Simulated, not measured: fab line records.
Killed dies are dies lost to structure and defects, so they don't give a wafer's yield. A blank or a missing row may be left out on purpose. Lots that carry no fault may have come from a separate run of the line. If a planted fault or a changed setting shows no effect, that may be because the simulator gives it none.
fab line records	flow n5Finfet
[record] lots = 10	wafers = 26	lastDay = 17
route steps=1938 shown BEOL_M1@838 BEOL_M2@858 BEOL_M4@1111 PASSIVATION@1936
lots that met no fault: taken from a fault-free run of the same line
startH: hours from the record's first day to the start of the lot's first wafer shown	waitH: time in hours since the lot's previous step	" unchanged from the row above	L1.1+2: several wafers, shown together as one row	- value missing, or start not given	* or withheld: withheld	< > ~ a bound
route shown NAME@n: names a module that has steps shown in the file, with the first one's number in the route	usual: average and standard deviation across the fault-free wafers	same: alike in all rows	chamber/n: place in a boat	sites: readings site by site	_std_site: the standard deviation of these	_edge_site: outer sites' mean less inner sites'	radiusMm: how far each site lies from the wafer's centre	mask NAME#n: copy n	behind: the most recent tool/chamber to have shaped the wafer	hold: why the lot went on hold/how many hours it stayed there/how the hold came to an end	device: the n, p or np transistor that did not switch	end of line: at the end of the route, the tests of the same wafers	a step given without rows: its recipe and nothing more	killed: count of dies lost to structure and defects at first sort (not the wafer's yield)	map: a wafer's dies, marking killed ones x, the rest . and places with no die _
set.NAME: the setting as run; set.NAME@STEP: as run at that earlier step	model.NAME: the simulator's own value behind a step, which no gauge read
a sample of lots followed through the steps of the route, with each step as a table and each wafer as a row
services: when a tool's chamber went out of use (startH, in hours from the record's first day, below 0 if earlier), for how many hours, and the reason
[[steps]]
[step N5_BEOL_M1_DEP_57]
[recipe] material = SiCN	targetThkA = 80	tempC = withheld	precursor = 3MS/NH3	pressureTorr = 3	rfW = 202	timeS = 14
[usual] showerheadPlenumPTorr = 3.661/0.012	throttleValvePct = 9.2/0.33
lot.wafer	tool	chamber	startH	waitH	showerheadPlenumPTorr	throttleValvePct
L824.4	pecvd-03	1	136.26	0.0	3.635	9.3
L824.5	"	2	"	"	3.663	8.7
L824.6	"	0	"	"	3.680	9.9
L828.1	pecvd-02	0	159.58	0.0	3.667	9.3
L828.2	"	2	"	"	3.653	9.4
L829.3	pecvd-03	2	162.67	0.0	3.666	8.8
L829.5	"	1	"	"	3.653	9.2
L831.1	pecvd-02	1	172.57	0.0	3.657	9.2
L831.3	"	2	"	"	3.655	9.2
L833.2	pecvd-02	0	187.13	0.0	3.670	9.3
L833.3	"	1	"	"	3.651	9.1
L833.6	"	1	"	"	3.652	8.9
L834.2	pecvd-02	1	197.15	0.0	3.648	9.3
L834.5	"	2	"	"	3.652	9.4
L835.2	pecvd-03	1	206.21	0.0	3.649	9.2
L835.3	"	2	"	"	3.668	8.5
L835.6	"	2	"	"	3.668	8.6
L839.1	pecvd-03	2	225.23	0.0	3.669	8.9
L839.3	"	1	"	"	3.648	9.4
L839.5	"	1	"	"	3.646	9.4
L841.1	pecvd-04	1	238.69	0.0	3.683	9.0
L841.2	"	0	"	"	3.656	9.5
L841.4	"	0	"	"	3.659	9.4
L846.2	pecvd-04	1	269.44	0.0	3.663	9.1
L846.4	"	1	"	"	3.673	9.1
L846.6	"	0	"	"	3.667	9.5
[step N5_BEOL_M2_ETCH_74]
[recipe] chemistry = N2/H2	target = underlayer	targetDepthA = 65	maskMaterial = CAR-EUV	timeS = 5.2	ionEnergyEv = 200	pressureMtorr = 30	sourceW = 840	biasW = 150	n2FlowSccm = 200	h2FlowSccm = 200	ends = cleared
[usual] biasW = 150.0/0.4	drypumpMotorCurrentA = 5.7/0.52	etchRfOnTimeS = 5.25/0.15	h2FlowSccm = 200.0/0.52	oesProductAu = 0.70/0.071	rfVppV = 522.8/1.8	showerheadPlenumPTorr = 2.51/0.058	throttleValvePct = 17.9/0.35
lot.wafer	tool	chamber	startH	waitH	biasW	drypumpMotorCurrentA	etchRfOnTimeS	h2FlowSccm	oesProductAu	rfHoursCounterH	rfVppV	showerheadPlenumPTorr	throttleValvePct
L824.4	rieDiel-01	0	138.41	0.0	149.8	6.3	5.25	199.3	0.67	126	524.8	2.58	18.0
L824.5	"	2	"	"	150.0	5.3	5.19	199.9	0.65	-	527.8	2.66	18.0
L824.6	"	3	"	"	150.0	5.9	5.18	200.2	0.71	-	526.5	2.56	17.9
L828.1	rieDiel-04	3	162.03	0.0	149.5	6.0	5.07	200.3	0.81	18	524.5	2.48	17.5
L828.2	"	0	"	"	150.0	5.9	5.37	200.7	0.65	119	521.1	2.48	18.0
L829.3	rieDiel-01	0	165.15	0.0	150.2	6.3	5.21	199.5	0.67	136	526.5	2.58	18.0
L829.5	"	3	"	"	150.2	6.0	5.17	200.1	0.70	-	524.3	2.56	17.9
L831.1	rieDiel-05	1	174.08	0.0	150.5	5.8	5.16	199.9	0.73	50	522.9	2.45	17.6
L831.3	"	0	"	"	150.5	5.1	5.07	199.4	0.74	62	521.1	2.47	17.8
L833.2	rieDiel-04	2	189.80	0.0	150.1	5.3	5.22	200.3	0.78	21	522.2	2.52	17.8
L833.3	"	0	"	"	149.6	5.9	5.31	200.2	0.67	128	520.5	2.47	18.0
L833.6	"	2	"	"	149.5	5.4	5.19	200.6	0.80	-	523.6	2.52	17.8
L834.2	rieDiel-04	1	198.09	0.0	150.5	5.4	5.24	200.1	0.71	59	522.7	2.60	17.8
L834.5	"	1	"	"	151.1	5.4	5.24	200.9	0.72	-	526.2	2.60	17.9
L835.2	rieDiel-05	2	207.97	0.0	150.0	6.7	5.47	200.4	0.59	194	524.0	2.54	18.6
L835.3	"	0	"	"	149.8	5.1	5.09	199.8	0.72	73	520.0	2.47	17.8
L835.6	"	0	"	"	150.3	5.1	5.09	200.1	0.71	-	521.5	2.47	17.8
L839.1	rieDiel-05	1	227.64	0.0	149.7	5.8	5.18	200.5	0.71	70	520.1	2.44	17.6
L839.3	"	3	"	"	150.7	5.0	5.29	199.9	0.77	40	522.1	2.48	17.7
L839.5	"	1	"	"	149.7	5.8	5.17	200.0	0.71	-	522.3	2.44	17.6
L841.1	rieDiel-05	1	240.21	0.0	149.0	5.8	5.15	200.2	0.73	72	523.7	2.44	17.6
L841.2	"	0	"	"	150.2	5.1	5.05	200.8	0.73	85	523.1	2.46	17.8
L841.4	"	2	"	"	150.0	6.7	5.51	199.4	0.58	206	524.1	2.54	18.6
L846.2	rieDiel-04	0	271.05	0.0	149.8	5.9	5.39	200.3	0.63	159	522.2	2.46	18.1
L846.4	"	3	"	"	149.8	6.0	5.06	199.3	0.75	56	520.4	2.46	17.5
L846.6	"	3	"	"	150.1	6.0	5.02	199.2	0.77	-	521.7	2.46	17.5
[step N5_BEOL_M2_ETCH_64]
[recipe] chemistry = N2/H2	target = SOC	targetDepthA = 750	overetchA = 225	maskMaterial = SiARC	tempC = 40	timeS = 121.9	ionEnergyEv = 200	pressureMtorr = 30	sourceW = 840	biasW = 150	n2FlowSccm = 200	h2FlowSccm = 200
[usual] biasW = 150.0/0.45	drypumpMotorCurrentA = 5.7/0.52	h2FlowSccm = 200.1/0.63	oesProductAu = 0.63/0.057	rfVppV = 522.9/1.6	showerheadPlenumPTorr = 2.51/0.058	throttleValvePct = 17.9/0.35
lot.wafer	tool	chamber	startH	waitH	biasW	drypumpMotorCurrentA	h2FlowSccm	oesProductAu	rfHoursCounterH	rfVppV	showerheadPlenumPTorr	throttleValvePct
L824.4	rieDiel-01	0	138.45	0.0	150.1	6.3	199.5	0.60	126	524.8	2.58	18.0
L824.5	"	2	"	"	150.3	5.3	200.4	0.59	-	526.9	2.66	17.9
L824.6	"	3	"	"	150.7	6.0	200.4	0.63	-	523.6	2.56	17.8
L828.1	rieDiel-04	3	162.07	0.0	150.0	6.0	200.8	0.71	18	523.2	2.48	17.4
L828.2	"	0	"	"	150.1	5.9	199.9	0.60	119	520.7	2.47	17.9
L829.3	rieDiel-01	0	165.19	0.0	150.5	6.3	200.9	0.60	136	522.3	2.58	18.0
L829.5	"	3	"	"	150.5	6.0	200.3	0.62	-	525.2	2.56	17.8
L831.1	rieDiel-05	1	174.13	0.0	150.6	5.8	198.8	0.65	50	521.5	2.45	17.6
L831.3	"	0	"	"	149.9	5.1	198.5	0.64	62	523.5	2.47	17.7
L833.2	rieDiel-04	2	189.85	0.0	150.9	5.4	200.0	0.69	21	523.3	2.52	17.7
L833.3	"	0	"	"	150.8	5.9	200.2	0.60	128	520.7	2.47	18.0
L833.6	"	2	"	"	150.7	5.4	199.6	0.69	-	520.5	2.52	17.7
L834.2	rieDiel-04	1	198.13	0.0	149.9	5.4	199.6	0.64	59	525.4	2.60	17.8
L834.5	"	1	"	"	150.3	5.4	200.9	0.64	-	526.2	2.60	17.8
L835.2	rieDiel-05	2	208.02	0.0	150.0	6.7	201.7	0.54	194	523.5	2.54	18.6
L835.3	"	0	"	"	150.7	5.1	199.9	0.64	73	522.7	2.47	17.7
L835.6	"	0	"	"	150.0	5.1	200.3	0.63	-	522.9	2.47	17.7
L839.1	rieDiel-05	1	227.68	0.0	172.6	5.8	200.5	0.63	70	570.2	2.44	17.6
L839.3	"	3	"	"	171.5	5.0	199.3	0.69	40	570.0	2.48	17.7
L839.5	"	1	"	"	172.2	5.8	200.0	0.63	-	570.7	2.44	17.6
L841.1	rieDiel-05	1	240.25	0.0	173.3	5.8	199.8	0.63	72	570.7	2.44	17.6
L841.2	"	0	"	"	172.1	5.1	200.3	0.63	85	568.5	2.46	17.8
L841.4	"	2	"	"	172.5	6.7	199.9	0.54	206	572.5	2.54	18.6
L846.2	rieDiel-04	0	271.09	0.0	150.3	6.0	199.8	0.57	159	521.6	2.46	18.0
L846.4	"	3	"	"	150.0	5.9	199.4	0.67	56	521.9	2.46	17.5
L846.6	"	3	"	"	150.2	6.0	198.8	0.66	-	521.0	2.46	17.5
[step N5_BEOL_M2_HM_OPEN_17]
[recipe] chemistry = Cl2/BCl3	targetDepthA = 200	overetchA = 60	target = TiN	maskMaterial = SOC	ionEnergyEv = 150	pressureMtorr = 10	icpW = 1000	biasW = 126	Cl2_flow_sccm = 53.25	bcl3FlowSccm = 21.75	Ar_flow_sccm = 25
[usual] bcl3FlowSccm = 21.76/0.063	drypumpMotorCurrentA = 5.90/0.25	oesProductAu = 0.64/0.069	throttleValvePct = 22.3/0.35
lot.wafer	tool	chamber	startH	waitH	bcl3FlowSccm	drypumpMotorCurrentA	oesProductAu	rfHoursCounterH	throttleValvePct
L824.4	rieMetal-02	1	138.65	0.1	21.84	5.66	0.53	-	22.9
L824.5	"	0	"	"	21.85	6.08	0.63	-	22.1
L824.6	"	1	"	"	21.91	5.67	0.53	-	23.0
L828.1	rieMetal-02	1	162.26	0.0	21.65	5.67	0.52	112	23.0
L828.2	"	0	"	"	21.72	6.04	0.63	56	22.0
L829.3	rieMetal-03	0	165.40	0.1	21.86	5.80	0.71	-	22.2
L829.5	"	1	"	"	21.81	5.55	0.70	-	22.2
L831.1	rieMetal-01	0	174.30	0.0	21.76	6.31	0.73	15	22.3
L831.3	"	0	"	"	21.70	6.30	0.73	-	22.3
L833.2	rieMetal-01	1	190.02	0.0	21.75	6.06	0.65	48	22.1
L833.3	"	0	"	"	21.69	6.31	0.74	-	22.3
L833.6	"	0	"	"	21.69	6.30	0.74	-	22.3
L834.2	rieMetal-01	1	198.31	0.0	21.73	6.00	0.64	49	22.1
L834.5	"	1	"	"	21.78	6.03	0.64	-	22.1
L835.2	rieMetal-03	0	208.19	0.0	21.75	5.73	0.69	25	22.3
L835.3	"	0	"	"	21.71	5.76	0.69	-	22.2
L835.6	"	1	"	"	21.75	5.56	0.70	-	22.2
L839.1	rieMetal-01	0	227.85	0.0	21.65	6.31	0.71	19	22.3
L839.3	"	1	"	"	21.67	6.00	0.65	-	22.1
L839.5	"	0	"	"	21.74	6.31	0.74	-	22.3
L841.1	rieMetal-02	1	240.43	0.0	21.73	5.65	0.51	120	23.0
L841.2	"	0	"	"	21.82	6.08	0.62	65	22.0
L841.4	"	1	"	"	21.72	5.65	0.52	-	23.0
L846.2	rieMetal-03	1	271.28	0.0	21.71	5.59	0.66	37	22.2
L846.4	"	1	"	"	21.75	5.57	0.68	-	22.2
L846.6	"	0	"	"	21.81	5.78	0.68	-	22.2
[step N5_BEOL_M4_RC_MEAS_101]
[usual] DIBL_N = 36.0/1.9	DIBL_P = 35.6/2.4	IOFF_N = 0.16/0.036	IOFF_P = 0.21/0.04	ION_N = 673/14	ION_P = 460/8.9	SS_N = 71.5/0.67	SS_P = 73.2/0.73	VT_N = 249/3.6	VT_P = -250/3.7
lot.wafer	tool	chamber	startH	waitH	DIBL_N[mV/V]	DIBL_P[mV/V]	IOFF_N[nA/um]	IOFF_P[nA/um]	ION_N[uA/um]	ION_P[uA/um]	SS_N[mV/dec]	SS_P[mV/dec]	VT_N[mV]	VT_P[mV]
L824.4	prober-02	0	169.38	0.5	35.0	35.2	0.15	0.16	683	458	72.3	72.4	252	-255
L824.5	"	0	"	"	31.5	31.6	0.10	0.12	661	449	70.8	71.6	259	-261
L824.6	"	0	"	"	34.7	35.5	0.14	0.16	668	456	71.4	72.9	252	-256
L828.1	prober-01	0	190.21	0.0	36.7	37.2	0.18	0.23	685	469	72.5	73.4	247	-248
L828.2	"	0	"	"	34.4	34.3	0.12	0.18	660	457	71.1	73.0	254	-251
L829.3	prober-02	0	193.70	0.3	36.6	37.3	0.16	0.23	659	465	71.3	73.2	249	-249
L829.5	"	0	"	"	34.7	34.8	0.13	0.19	662	457	70.4	72.6	254	-251
L831.1	prober-01	0	211.33	0.0	37.1	38.2	0.20	0.28	693	476	72.1	73.3	245	-243
L831.3	"	0	"	"	36.2	34.7	0.17	0.22	663	459	71.8	72.7	248	-247
L833.2	prober-01	0	221.77	0.2	36.5	35.0	0.15	0.19	648	445	72.1	73.2	252	-253
L833.3	"	0	"	"	36.0	36.1	0.15	0.20	683	468	71.6	72.8	249	-253
L833.6	"	0	"	"	36.5	35.3	0.16	0.19	658	447	71.5	73.2	249	-251
L834.2	prober-01	0	227.67	0.2	35.5	35.0	0.14	0.18	663	460	71.0	72.9	250	-253
L834.5	"	0	"	"	33.9	32.8	0.11	0.15	653	453	70.6	72.7	255	-254
L835.2	prober-01	0	231.46	0.2	37.1	36.9	0.19	0.23	683	465	71.3	74.6	246	-250
L835.3	"	0	"	"	40.2	39.4	0.22	0.28	673	464	71.7	74.8	246	-246
L835.6	"	0	"	"	37.7	37.0	0.19	0.22	681	464	71.9	74.1	247	-247
L839.1	prober-02	0	263.30	0.0	37.0	35.8	0.16	0.21	688	469	72.1	74.6	249	-250
L839.3	"	0	"	"	29.9	26.3	0.08	0.11	658	453	68.8	71.2	255	-257
L839.5	"	0	"	"	36.2	34.4	0.14	0.19	670	457	71.8	73.5	251	-250
L841.1	prober-02	0	281.37	0.0	31.0	30.6	0.10	0.15	662	456	69.6	72.0	257	-254
L841.2	"	0	"	"	36.8	37.6	0.19	0.26	685	464	71.5	73.7	245	-248
L841.4	"	0	"	"	35.1	34.8	0.15	0.21	665	453	71.4	73.8	251	-249
L846.2	prober-02	0	310.84	0.2	34.9	36.5	0.16	0.20	684	467	71.0	72.7	248	-249
L846.4	"	0	"	"	34.4	35.7	0.15	0.19	678	459	71.3	72.7	251	-254
L846.6	"	0	"	"	34.5	35.4	0.14	0.18	664	456	71.2	72.9	250	-253
[step N5_PASSIVATION_PROBE_49]
[usual] defectLimitedYield = 91.2/1.4	killed_at_M0_to_M3 = 32/9.3	killed_at_M4_up = 14/4.9	killedAtContacts = 15/7.5	killedAtFrontEnd = 40/11	killedAtOther = 4/3.3	killedDies = 104/17	killedOpen = 68/14	killedShort = 33/7.9	sort_bin_5_function = 5.2/0.99	sort_bin_6_memory = 3.2/0.65	sortNPass = 1076/17	sortYieldPct = 91.1/1.5
[same] grossDies = 1180	killedAtBackSide = 0	sort_bin_4_leakage[%] = 0	sort_bin_8_speed[%] = 0
lot.wafer	tool	chamber	startH	waitH	defectLimitedYield[%]	killed_at_M0_to_M3	killed_at_M4_up	killedAtContacts	killedAtFrontEnd	killedAtOther	killedDies	killedOpen	killedShort	sort_bin_5_function[%]	sort_bin_6_memory[%]	sortNPass	sortYieldPct[%]
L824.4	prober-01	-	272.95	0.2	91.9	18	25	20	26	7	96	67	29	4.8	3.2	1084	91.9
L824.5	prober-01	-	273.00	0.2	92.3	34	16	13	27	1	91	64	27	4.2	3.1	1089	92.3
L824.6	prober-01	-	273.05	0.3	93.9	26	11	7	27	1	72	54	17	3.9	1.9	1108	93.9
L829.3	prober-01	-	292.64	0.1	90.7	25	13	9	59	4	110	68	37	5.7	3.6	1070	90.7
L829.5	prober-01	-	292.74	0.2	90.6	32	14	19	34	12	111	75	32	5.2	3.9	1069	90.6
L828.1	prober-01	-	297.45	0.0	92.7	22	14	18	32	0	86	60	24	4.6	2.6	1094	92.7
L828.2	prober-01	-	297.50	0.1	87.8	44	18	27	55	0	144	104	38	7.3	4.6	1036	87.8
L831.1	prober-01	-	316.52	0.0	92.5	26	11	3	42	6	88	48	37	4.8	2.6	1092	92.5
L831.3	prober-01	-	316.62	0.1	92.8	32	9	17	23	4	85	47	36	3.4	3.1	1095	92.8
L833.2	prober-02	-	319.84	0.1	89.8	45	15	20	22	18	120	78	39	6.3	3.5	1060	89.8
L833.3	prober-02	-	319.89	0.1	90.8	41	12	20	31	4	108	55	52	5.8	3.0	1072	90.8
L833.6	prober-02	-	320.04	0.3	91.5	34	13	22	25	6	100	65	34	5.1	3.2	1080	91.5
L835.2	prober-01	-	324.11	0.1	91.4	28	12	9	50	3	102	58	40	5.5	2.8	1078	91.4
L835.3	prober-01	-	324.16	0.1	93.0	22	10	11	39	1	83	61	20	4.3	2.5	1097	93.0
L835.6	prober-01	-	324.31	0.3	91.3	35	16	7	44	1	103	64	31	4.9	2.8	1077	91.3
L834.2	prober-02	-	324.91	0.1	91.4	34	22	14	27	5	102	56	44	5.3	2.9	1078	91.4
L834.5	prober-02	-	325.06	0.2	89.5	34	12	25	46	7	124	79	38	6.4	3.8	1056	89.5
L839.1	prober-02	-	363.25	0.0	89.8	29	15	19	53	4	120	64	43	6.1	3.0	1060	89.8
L839.3	prober-02	-	363.35	0.1	92.5	19	22	8	36	4	89	60	27	4.7	2.3	1091	92.5
L839.5	prober-02	-	363.45	0.2	88.1	28	12	34	61	5	140	90	42	6.5	4.6	1040	88.1
L841.1	prober-02	-	378.42	0.0	89.9	38	14	19	46	2	119	82	36	6.1	3.6	1061	89.9
L841.2	prober-02	-	378.47	0.1	91.1	34	14	12	42	3	105	77	28	5.6	3.3	1075	91.1
L841.4	prober-02	-	378.57	0.2	91.2	33	9	12	46	4	104	66	36	5.1	3.4	1076	91.2
L846.2	prober-02	-	414.57	0.1	90.9	32	11	21	42	1	107	70	36	5.0	3.6	1073	90.9
L846.4	prober-02	-	414.67	0.2	90.8	29	19	14	45	1	108	76	28	5.6	3.4	1072	90.8
L846.6	prober-02	-	414.77	0.3	91.1	25	24	10	40	6	105	72	33	5.5	3.1	1075	91.1
// killed by level:class
L824.4 MOL_CONTACT_COAG:geometricParticle:open=18 BEOL_M4:geometricParticle:open=12 STI_FIN_REVEAL:geometricParticle:open=8 BEOL_M0_SAQP:geometricParticle:short=6 BEOL_M5:geometricParticle:open=6 BEOL_M0_SAQP:geometricParticle:open=4 STARTING-WAFER:geometricParticle:short=4 BEOL_M0:geometricParticle:open=3
L824.5 BEOL_M1:geometricParticle:open=10 MOL_CONTACT_COAG:geometricParticle:open=9 FIN_SAQP:geometricParticle:open=6 STI_FIN_REVEAL:geometricParticle:open=6 BEOL_M0:geometricParticle:open=6 BEOL_M0_SAQP:geometricParticle:open=5 BEOL_M4:geometricParticle:open=5 MOL_CONTACT_COAG:geometricParticle:short=4
L824.6 BEOL_M1:geometricParticle:open=10 STI_FIN_REVEAL:geometricParticle:open=9 MOL_CONTACT_COAG:geometricParticle:open=7 BEOL_M0_SAQP:geometricParticle:open=7 FIN_SAQP:geometricParticle:open=4 BEOL_M5:geometricParticle:open=4 STARTING-WAFER:geometricParticle:short=3 FIN_SAQP:geometricParticle:short=2
L829.3 FIN_SAQP:geometricParticle:short=16 FIN_SAQP:geometricParticle:open=11 BEOL_M3:geometricParticle:open=11 BEOL_M4:geometricParticle:open=9 STI_FIN_REVEAL:geometricParticle:open=8 MOL_CONTACT_COAG:geometricParticle:open=7 BEOL_M2:geometricParticle:open=6 STARTING-WAFER:geometricParticle:open=5
L829.5 MOL_CONTACT_COAG:geometricParticle:open=14 FIN_SAQP:geometricParticle:open=8 BEOL_M3:geometricParticle:open=7 BEOL_M2:geometricParticle:open=7 FIN_SAQP:geometricParticle:short=6 STI_FIN_REVEAL:geometricParticle:open=5 BEOL_M0_SAQP:geometricParticle:short=5 MOL_CONTACT_COAG:geometricParticle:short=5
L828.1 MOL_CONTACT_COAG:geometricParticle:open=16 BEOL_M0_SAQP:geometricParticle:open=7 FIN_SAQP:geometricParticle:open=7 STI_FIN_REVEAL:geometricParticle:open=7 BEOL_M4:geometricParticle:open=7 FIN_SAQP:geometricParticle:short=5 DUMMY_GATE:geometricParticle:open=4 GATE_CUT:geometricParticle:short=4
L828.2 MOL_CONTACT_COAG:geometricParticle:open=24 FIN_SAQP:geometricParticle:open=13 FIN_SAQP:geometricParticle:short=11 BEOL_M1:geometricParticle:open=11 BEOL_M0_SAQP:geometricParticle:open=10 STI_FIN_REVEAL:geometricParticle:open=9 BEOL_M3:geometricParticle:open=7 GATE_CUT:geometricParticle:open=6
L831.1 STI_FIN_REVEAL:geometricParticle:open=7 DUMMY_GATE:geometricParticle:open=7 BEOL_M0_SAQP:geometricParticle:open=7 FIN_SAQP:geometricParticle:short=6 GATE_CUT:geometricParticle:short=5 BEOL_M0_SAQP:geometricParticle:short=5 FIN_SAQP:geometricParticle:open=4 BEOL_M0:geometricParticle:short=4
L831.3 MOL_CONTACT_COAG:geometricParticle:short=9 MOL_CONTACT_COAG:geometricParticle:open=8 BEOL_M0_SAQP:geometricParticle:short=8 BEOL_M0_SAQP:geometricParticle:open=8 FIN_SAQP:geometricParticle:short=4 STI_FIN_REVEAL:geometricParticle:open=4 GATE_CUT:geometricParticle:short=4 BEOL_M1:geometricParticle:short=4
L833.2 BEOL_M3:geometricParticle:open=15 MOL_CONTACT_COAG:geometricParticle:open=12 BEOL_M0_SAQP:geometricParticle:open=10 MOL_CONTACT_COAG:geometricParticle:short=8 GATE_CUT:geometricParticle:open=6 PASS1_DEP:geometricParticle:open=5 BEOL_M0_SAQP:geometricParticle:short=5 BEOL_M3:geometricParticle:short=5
L833.3 MOL_CONTACT_COAG:geometricParticle:short=15 BEOL_M3:geometricParticle:open=10 FIN_SAQP:geometricParticle:short=9 BEOL_M3:geometricParticle:short=9 BEOL_M1:geometricParticle:open=7 FIN_SAQP:geometricParticle:open=6 DUMMY_GATE:geometricParticle:open=5 MOL_CONTACT_COAG:geometricParticle:open=5
L833.6 MOL_CONTACT_COAG:geometricParticle:open=17 BEOL_M3:geometricParticle:open=15 BEOL_M4:geometricParticle:open=7 FIN_SAQP:geometricParticle:short=6 GATE_CUT:geometricParticle:short=6 BEOL_M2:geometricParticle:open=6 FIN_SAQP:geometricParticle:open=5 MOL_CONTACT_COAG:geometricParticle:short=5
L835.2 FIN_SAQP:geometricParticle:short=19 BEOL_M0_SAQP:geometricParticle:open=11 MOL_CONTACT_COAG:geometricParticle:open=9 FIN_SAQP:geometricParticle:open=6 GATE_CUT:geometricParticle:short=6 BEOL_M1:geometricParticle:open=5 BEOL_M5:geometricParticle:open=5 STARTING-WAFER:geometricParticle:open=5
L835.3 FIN_SAQP:geometricParticle:open=13 FIN_SAQP:geometricParticle:short=10 MOL_CONTACT_COAG:geometricParticle:open=10 BEOL_M2:geometricParticle:open=8 BEOL_M3:geometricParticle:open=6 GATE_CUT:geometricParticle:open=5 BEOL_M1:geometricParticle:open=4 DUMMY_GATE:geometricParticle:open=3
L835.6 BEOL_M0_SAQP:geometricParticle:open=10 BEOL_M0_SAQP:geometricParticle:short=9 FIN_SAQP:geometricParticle:open=8 BEOL_M4:geometricParticle:open=8 HKMG_FIN:areaEtch=7 DUMMY_GATE:geometricParticle:open=6 MOL_CONTACT_COAG:geometricParticle:open=6 BEOL_M2:geometricParticle:open=6
L834.2 BEOL_M0_SAQP:geometricParticle:short=11 BEOL_M4:geometricParticle:open=10 BEOL_M3:geometricParticle:open=8 MOL_CONTACT_COAG:geometricParticle:short=7 MOL_CONTACT_COAG:geometricParticle:open=7 FIN_SAQP:geometricParticle:open=5 FIN_SAQP:geometricParticle:short=5 BEOL_M0_SAQP:geometricParticle:open=5
L834.5 MOL_CONTACT_COAG:geometricParticle:open=23 FIN_SAQP:geometricParticle:open=12 FIN_SAQP:geometricParticle:short=12 BEOL_M0_SAQP:geometricParticle:open=6 BEOL_M3:geometricParticle:open=6 BEOL_M2:geometricParticle:open=6 BEOL_M1:geometricParticle:open=5 BEOL_M1:geometricParticle:short=5
L839.1 MOL_CONTACT_COAG:geometricParticle:open=16 BEOL_M0_SAQP:geometricParticle:short=12 STI_FIN_REVEAL:geometricParticle:open=11 FIN_SAQP:geometricParticle:short=10 HKMG_FIN:areaEtch=9 BEOL_M0_SAQP:geometricParticle:open=7 FIN_SAQP:geometricParticle:open=4 GATE_CUT:geometricParticle:open=4
L839.3 BEOL_M4:geometricParticle:open=13 FIN_SAQP:geometricParticle:open=9 BEOL_M0_SAQP:geometricParticle:open=8 MOL_CONTACT_COAG:geometricParticle:open=7 STI_FIN_REVEAL:geometricParticle:open=6 FIN_SAQP:geometricParticle:short=3 BEOL_M4:geometricParticle:short=3 MIM_TOP_ETCH:geometricParticle:short=3
L839.5 MOL_CONTACT_COAG:geometricParticle:open=27 FIN_SAQP:geometricParticle:short=11 FIN_SAQP:geometricParticle:open=11 BEOL_M3:geometricParticle:open=9 STI_FIN_REVEAL:geometricParticle:open=8 BEOL_M4:geometricParticle:open=8 MOL_CONTACT_COAG:geometricParticle:short=7 BEOL_M0_SAQP:geometricParticle:open=6
L841.1 MOL_CONTACT_COAG:geometricParticle:open=14 DUMMY_GATE:geometricParticle:open=10 BEOL_M0_SAQP:geometricParticle:open=9 BEOL_M4:geometricParticle:open=7 BEOL_M3:geometricParticle:open=7 STI_FIN_REVEAL:geometricParticle:open=6 GATE_CUT:geometricParticle:open=6 BEOL_M0_SAQP:geometricParticle:short=6
L841.2 FIN_SAQP:geometricParticle:open=10 MOL_CONTACT_COAG:geometricParticle:open=10 STI_FIN_REVEAL:geometricParticle:open=9 DUMMY_GATE:geometricParticle:open=9 BEOL_M0_SAQP:geometricParticle:short=8 BEOL_M2:geometricParticle:open=8 BEOL_M4:geometricParticle:open=7 BEOL_M0_SAQP:geometricParticle:open=7
L841.4 DUMMY_GATE:geometricParticle:open=9 FIN_SAQP:geometricParticle:open=8 MOL_CONTACT_COAG:geometricParticle:open=8 STI_FIN_REVEAL:geometricParticle:open=7 BEOL_M0_SAQP:geometricParticle:short=7 BEOL_M2:geometricParticle:open=7 BEOL_M0_SAQP:geometricParticle:open=6 BEOL_M1:geometricParticle:open=6
L846.2 MOL_CONTACT_COAG:geometricParticle:open=15 FIN_SAQP:geometricParticle:open=12 BEOL_M0_SAQP:geometricParticle:short=11 BEOL_M0_SAQP:geometricParticle:open=8 BEOL_M3:geometricParticle:open=7 STI_FIN_REVEAL:geometricParticle:open=6 MOL_CONTACT_COAG:geometricParticle:short=6 FIN_SAQP:geometricParticle:short=5
L846.4 STI_FIN_REVEAL:geometricParticle:open=16 MOL_CONTACT_COAG:geometricParticle:open=13 BEOL_M1:geometricParticle:open=10 BEOL_M2:geometricParticle:open=6 BEOL_M4:geometricParticle:open=6 GATE_CUT:geometricParticle:short=5 STARTING-WAFER:geometricParticle:short=5 FIN_SAQP:geometricParticle:open=4
L846.6 STI_FIN_REVEAL:geometricParticle:open=16 BEOL_M2:geometricParticle:open=8 BEOL_M4:geometricParticle:open=7 MOL_CONTACT_COAG:geometricParticle:open=6 BEOL_M0_SAQP:geometricParticle:open=5 BEOL_M5:geometricParticle:short=5 STARTING-WAFER:geometricParticle:open=5 DUMMY_GATE:geometricParticle:open=4
[[services]]
tool	chamber	startH	hours	kind
pecvd-04	-	112.89	4.0	repair
rieMetal-03	-	125.06	2.8	pm
pecvd-03	1	146.17	2.1	scheduledDown
rieDiel-04	-	148.85	0.1	repair
pecvd-03	-	150.42	1.3	repair
rieDiel-04	2	172.28	4.3	repair
rieDiel-05	0	185.05	3.2	repair
rieDiel-04	-	190.71	1.6	repair
pecvd-04	0	193.65	15.3	repair
pecvd-03	2	194.62	2.1	scheduledDown
pecvd-02	2	202.38	-	clean
pecvd-02	2	202.38	-	consumableReplace:showerhead
pecvd-02	2	202.38	29.0	scheduledDown
pecvd-02	2	202.38	29.0	ventCycle
rieDiel-05	1	230.89	5.4	repair
pecvd-03	0	235.17	7.8	repair
pecvd-02	-	236.17	23.9	repair
rieDiel-04	2	242.38	12.5	repair
pecvd-04	1	244.42	4.1	repair
rieDiel-01	1	260.23	-	clean
rieDiel-01	1	260.23	-	consumableReplace:esc
rieDiel-01	1	260.23	-	consumableReplace:focusRing
rieDiel-01	1	260.23	28.3	scheduledDown
rieDiel-01	1	260.23	28.3	ventCycle
[[key]]
[firstSign] step = N5_BEOL_M2_ETCH_64	reading = biasW	direction = up	sigmas = 50	usual = *	struck = *
[effect] step = N5_BEOL_M2_ETCH_64	reading = rfVppV	direction = up	sigmas = 30	usual = 522.9	struck = 570.4
metAt N5_BEOL_M2_ETCH_64
struckLots L839,L841
notActingAt N5_BEOL_M1_DEP_57,N5_BEOL_M2_ETCH_74,N5_BEOL_M2_HM_OPEN_17
onsetBetween 208.02 227.68
[fault] kind = processParameterDrift	tool = rieDiel-05	chamber = -	onsetH = 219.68	steps = N5_BEOL_M2_ETCH_64	channel = biasW	offset = *	shape = step	endH = 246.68	actsIn = *	stated = *
